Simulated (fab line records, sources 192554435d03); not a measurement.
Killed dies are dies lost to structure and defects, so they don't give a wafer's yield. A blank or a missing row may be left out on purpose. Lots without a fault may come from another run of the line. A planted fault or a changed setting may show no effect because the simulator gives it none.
Which tool did it? | flow n5_finfet | 11 lots, 31 wafers sampled, at 3 steps of a route of 1938

WHAT THE GAUGES READ, wafer by wafer
N5_BEOL_M4_RC_MEAS_101. Usual: DIBL_N 36.0 mV/V, standard deviation 2.2; DIBL_P 36.2 mV/V, standard deviation 2.4; IOFF_N 0.16 nA/um, standard deviation 0.035; IOFF_P 0.21 nA/um, standard deviation 0.037; ION_N 672 uA/um, standard deviation 13; ION_P 461 uA/um, standard deviation 7; SS_N 71.4 mV/dec, standard deviation 0.69; SS_P 73.2 mV/dec, standard deviation 0.75; VT_N 250 mV, standard deviation 3.4; VT_P -251 mV, standard deviation 3.
lot  | measured     | on        | DIBL_N (mV/V)  | DIBL_P (mV/V)  | IOFF_N (nA/um) | IOFF_P (nA/um) | ION_N (uA/um) | ION_P (uA/um) | SS_N (mV/dec)  | SS_P (mV/dec)  | VT_N (mV)   | VT_P (mV)      | flag
L889 | day 9 10:32  | prober-01 | 38.5 39.2      | 37.1 37.9      | 0.18 0.21      | 0.22 0.24      | 671 679       | 458 458       | 72.7 71.8      | 73.8 73.9      | 247 248     | -250 -246      |
L888 | day 9 15:42  | prober-02 | 33.4 30.8 33.7 | 33.8 32.2 34.7 | 0.13 0.10 0.14 | 0.17 0.16 0.19 | 678 659 679   | 460 462 465   | 70.8 70.2 70.8 | 72.1 72.1 72.4 | 252 257 249 | -251 -254 -253 |
L891 | day 10 16:19 | prober-02 | 34.8 34.9 33.5 | 35.5 35.1 34.3 | 0.14 0.14 0.12 | 0.20 0.20 0.18 | 672 666 661   | 463 462 457   | 70.9 70.7 70.3 | 73.6 72.9 72.7 | 252 251 254 | -252 -248 -251 |
L892 | day 10 20:53 | prober-02 | 37.0 36.6 34.1 | 39.5 38.0 35.2 | 0.18 0.17 0.13 | 0.26 0.23 0.19 | 667 674 660   | 465 460 463   | 72.0 71.6 71.6 | 74.1 74.1 72.9 | 252 248 254 | -250 -251 -254 |
L897 | day 12 00:44 | prober-02 | 34.0 36.6 33.7 | 32.1 35.7 32.3 | 0.13 0.18 0.12 | 0.18 0.24 0.18 | 666 673 665   | 458 470 460   | 71.1 72.5 70.4 | 72.2 73.2 72.5 | 253 246 253 | -250 -246 -248 |
L900 | day 12 06:52 | prober-01 | 37.0 35.4 37.6 | 37.3 34.3 37.9 | 0.17 0.15 0.19 | 0.23 0.19 0.25 | 671 675 684   | 464 463 467   | 72.0 71.1 72.0 | 73.7 72.8 73.7 | 249 248 248 | -248 -253 -249 |
L899 | day 12 07:36 | prober-02 | 37.4 40.8      | 37.5 40.8      | 0.16 0.24      | 0.22 0.28      | 669 692       | 457 470       | 71.3 72.7      | 73.8 74.1      | 252 244     | -249 -248      |
L902 | day 13 11:36 | prober-02 | 35.1 35.3 35.8 | 36.3 35.5 37.0 | 0.15 0.15 0.16 | 0.22 0.19 0.23 | 664 677 677   | 461 457 463   | 71.1 70.9 71.8 | 73.1 73.1 73.0 | 248 251 250 | -250 -252 -248 |
L901 | day 13 14:25 | prober-02 | 35.7 36.6 34.8 | 36.3 37.7 36.3 | 0.16 0.17 0.15 | 0.20 0.22 0.20 | 673 665 669   | 466 464 458   | 71.7 72.0 71.0 | 73.6 73.7 73.3 | 251 251 250 | -253 -252 -253 |
L903 | day 13 15:56 | prober-02 | 34.0 35.8 34.9 | 34.4 34.3 34.8 | 0.13 0.15 0.14 | 0.17 0.17 0.18 | 664 663 663   | 454 451 455   | 71.3 71.9 72.2 | 72.1 73.3 72.4 | 252 253 252 | -252 -250 -253 |
L910 | day 15 05:06 | prober-01 | 36.0 37.5 36.2 | 35.5 37.4 36.2 | 0.14 0.18 0.16 | 0.20 0.24 0.21 | 676 682 678   | 466 473 466   | 70.8 71.7 71.3 | 73.0 73.2 73.0 | 251 249 250 | -249 -247 -248 |

N5_BEOL_M11_INSPECT_13: inspects for defects (brightfield). Usual: raw_defect_count 449, standard deviation 110.
lot  | measured     | on                | raw_defect_count | flag
L889 | day 11 20:40 | defect_inspect-02 | 427 465          |
L888 | day 12 03:59 | defect_inspect-02 | 436 387 405      |
L891 | day 12 23:42 | defect_inspect-02 | 394 450 462      |
L892 | day 13 04:36 | defect_inspect-01 | 603 494 434      |
L897 | day 14 15:06 | defect_inspect-01 | 293 531 475      |
L900 | day 14 20:47 | defect_inspect-01 | 375 400 367      |
L899 | day 15 00:15 | defect_inspect-02 | 368 295          |
L902 | day 16 07:04 | defect_inspect-01 | 457 279 405      |
L901 | day 16 07:26 | defect_inspect-02 | 435 389 359      |
L903 | day 16 06:52 | defect_inspect-01 | 339 401 617      |
L910 | day 17 14:09 | defect_inspect-01 | 368 365 494      |

N5_BEOL_M11_CD_MEAS_28: target cd 70 nm. Usual: cd_nm 70.0 nm, standard deviation 0.82.
lot  | measured     | on        | cd_nm (nm)     | flag
L889 | day 11 22:28 | cd_sem-02 | 70.1 71.3      |
L888 | day 12 06:00 | cd_sem-02 | 70.5 70.1 70.0 |
L891 | day 13 01:57 | cd_sem-03 | 72.0 72.1 71.3 |
L892 | day 13 07:02 | cd_sem-02 | 70.9 71.3 71.3 |
L897 | day 14 18:42 | cd_sem-02 | 68.3 69.1 69.5 |
L900 | day 14 23:10 | cd_sem-02 | 71.6 71.4 69.8 |
L899 | day 15 01:18 | cd_sem-02 | 70.2 70.1      |
L902 | day 16 09:19 | cd_sem-01 | 70.7 70.9 69.6 |
L901 | day 16 09:32 | cd_sem-02 | 70.8 69.3 69.0 |
L903 | day 16 09:29 | cd_sem-02 | 70.1 70.2 69.4 |
L910 | day 17 16:46 | cd_sem-03 | 70.2 69.6 69.9 |

WHICH TOOL RAN EACH LOT (tool, then ch and the chambers of the sampled wafers, then the start)
The record holds no process step before these readings.

WHAT THE TOOLS THEMSELVES READ (means of the sampled wafers that have a number; where no wafer has one, the mark that the record gives instead)
The record holds no such reading with a usual standard deviation.

THE ANSWER, worked out from the rows above alone
Rule: a lot is off if the mean of its wafers that have a number lies more than 3 standard deviations from the usual mean. A lot without any number at a reading at which 4 lots or more have one is off too. The other lots that the step has rows for count as sound. The gauges are gone through in route order, then the tools' own readings, and for those a lot's mean is taken as printed above. The first step at which some lot is off is used, and at that step the reading that is off furthest; a lot without a number counts as furthest.
No lot is off at any reading shown: from this, nothing can be told.

WHAT THE SIMULATOR HAD PUT IN
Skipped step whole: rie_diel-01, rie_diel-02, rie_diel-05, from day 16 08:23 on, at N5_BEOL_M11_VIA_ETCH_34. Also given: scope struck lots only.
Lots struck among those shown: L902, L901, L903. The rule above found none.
